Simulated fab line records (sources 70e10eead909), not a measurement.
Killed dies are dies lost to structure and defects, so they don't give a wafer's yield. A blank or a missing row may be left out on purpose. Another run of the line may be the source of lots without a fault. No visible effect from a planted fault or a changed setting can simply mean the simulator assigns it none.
Chamber matching    flow nand-harc    rie-si-04 running NHARC_P_ZERO_WELL_ETCH_63: 4 sister chambers
The step etches the open film in HBr/Cl2, target depth 120 nm, time 40.1 s. 7 wafers are shown with their chamber, then 7 later ones without.

EACH WAFER AND ITS CHAMBER
wafer   chamber  oes-product-au (a.u.)  throttle-valve-pct (%)
L993.1  3        0.986                  26.390
L993.4  1        1.012                  26.412
L997.2  0        0.996                  26.414
L997.3  3        0.978                  26.401
L997.5  2        1.002                  26.401
L104.2  2        0.983                  26.409
L104.3  1        0.998                  26.413

WAFERS WITH NO CHAMBER GIVEN
wafer   oes-product-au (a.u.)  throttle-valve-pct (%)
L104.6  1.001                  26.402
L106.1  1.011                  26.403
L106.3  0.998                  26.410
L106.4  0.996                  26.400
L109.2  0.999                  26.409
L109.3  0.998                  26.391
L109.5  0.995                  26.409

WHICH CHAMBER EACH ONE RAN IN
wafer   from the rows above                in truth
L104.6  can't be placed: 2 or 1 or 3 or 0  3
L106.1  can't be placed: 1 or 2 or 0 or 3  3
L106.3  can't be placed: 0 or 1 or 2       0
L106.4  can't be placed: 2 or 3 or 1 or 0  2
L109.2  can't be placed: 1 or 0 or 2       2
L109.3  can't be placed: 3 or 2            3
L109.5  can't be placed: 2 or 0 or 1 or 3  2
Correctly placed: 0 of 7. Cannot be placed on the basis of these rows: 7; the candidates contain the true chamber in 7. 0 placed wrongly.
How it was worked out, from the rows above alone: a wafer's distance from a chamber is the root of the sum, over the readings, of the square of ((its reading less the chamber's mean) divided by the reading's scatter). If the next closest chamber is less than 2 further off than the closest, the wafer can't be placed; otherwise it belongs to the closest. Each chamber's mean is taken over the wafers shown for it. The scatter: the root of (the sum of the squares of (reading less its chamber's mean) over the shown wafers, divided by (wafers less chambers)).
